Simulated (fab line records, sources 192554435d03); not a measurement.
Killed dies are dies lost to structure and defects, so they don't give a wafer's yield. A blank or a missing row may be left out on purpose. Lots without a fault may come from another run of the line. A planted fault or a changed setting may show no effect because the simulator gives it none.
Chamber matching | flow n5_finfet | N5_DUMMY_GATE_STRIP_40 on rie_diel-03: 4 sister chambers
The step strips in CF4. 18 wafers are shown with their chamber, then 9 later ones without.

WAFERS WITH THEIR CHAMBER
wafer  | chamber | showerhead_plenum_p_Torr (Torr) | throttle_valve_pct (%) | oes_product_au (a.u.)
L076.2 | 0       | 1.84                            | 13.52                  | 0.69
L076.5 | 0       | 1.84                            | 13.47                  | 0.69
L076.6 | 3       | 1.86                            | 13.74                  | 0.72
L077.2 | 2       | 1.78                            | 13.84                  | 0.70
L077.3 | 0       | 1.84                            | 13.51                  | 0.69
L077.6 | 2       | 1.78                            | 13.85                  | 0.70
L079.1 | 2       | 1.78                            | 13.85                  | 0.70
L079.2 | 3       | 1.86                            | 13.75                  | 0.72
L079.5 | 1       | 1.83                            | 13.78                  | 0.67
L080.1 | 2       | 1.78                            | 13.86                  | 0.69
L080.4 | 2       | 1.78                            | 13.86                  | 0.69
L080.5 | 0       | 1.84                            | 13.54                  | 0.67
L084.3 | 3       | 1.85                            | 13.79                  | 0.71
L084.4 | 2       | 1.78                            | 13.86                  | 0.69
L084.6 | 0       | 1.83                            | 13.53                  | 0.68
L093.2 | 0       | 1.83                            | 13.57                  | 0.66
L093.4 | 2       | 1.78                            | 13.92                  | 0.68
L093.6 | 3       | 1.85                            | 13.83                  | 0.70

SIGNATURES (means of the wafers above)
reading                  | chamber 0 | chamber 1 | chamber 2 | chamber 3 | scatter within a chamber
showerhead_plenum_p_Torr | 1.8367    | 1.8300    | 1.7800    | 1.8550    | 0.00408
throttle_valve_pct       | 13.5233   | 13.7800   | 13.8629   | 13.7775   | 0.0325
oes_product_au           | 0.6800    | 0.6700    | 0.6929    | 0.7125    | 0.0101
Rule: a wafer's distance from a chamber is the root of the sum, over the readings, of the square of ((its reading less the chamber's mean) divided by the reading's scatter). The wafer belongs to the nearest chamber; if the next one is less than 2 further off, it can't be placed. The scatter: the root of (the sum of the squares of (reading less its chamber's mean) over the shown wafers, divided by (wafers less chambers)).

WAFERS WITHOUT THEIR CHAMBER
wafer  | showerhead_plenum_p_Torr (Torr) | throttle_valve_pct (%) | oes_product_au (a.u.)
L094.3 | 1.85                            | 13.83                  | 0.69
L094.5 | 1.83                            | 13.25                  | 0.90
L094.6 | 1.83                            | 13.60                  | 0.67
L095.1 | 1.83                            | 13.26                  | 0.90
L095.3 | 1.77                            | 13.92                  | 0.68
L095.6 | 1.83                            | 13.59                  | 0.66
L096.1 | 1.83                            | 13.59                  | 0.65
L096.4 | 1.83                            | 13.27                  | 0.90
L096.5 | 1.77                            | 13.93                  | 0.67

WHICH CHAMBER EACH WENT THROUGH
wafer  | from the rows above     | in truth
L094.3 | 3                       | 3
L094.5 | can't be placed: 0 or 3 | 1
L094.6 | 0                       | 0
L095.1 | can't be placed: 0 or 3 | 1
L095.3 | 2                       | 2
L095.6 | 0                       | 0
L096.1 | 0                       | 0
L096.4 | can't be placed: 0 or 3 | 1
L096.5 | 2                       | 2
Placed correctly: 6 of 9. Can't be placed from these rows: 3 (the true chamber is among the candidates in 0). Placed wrongly: 0.
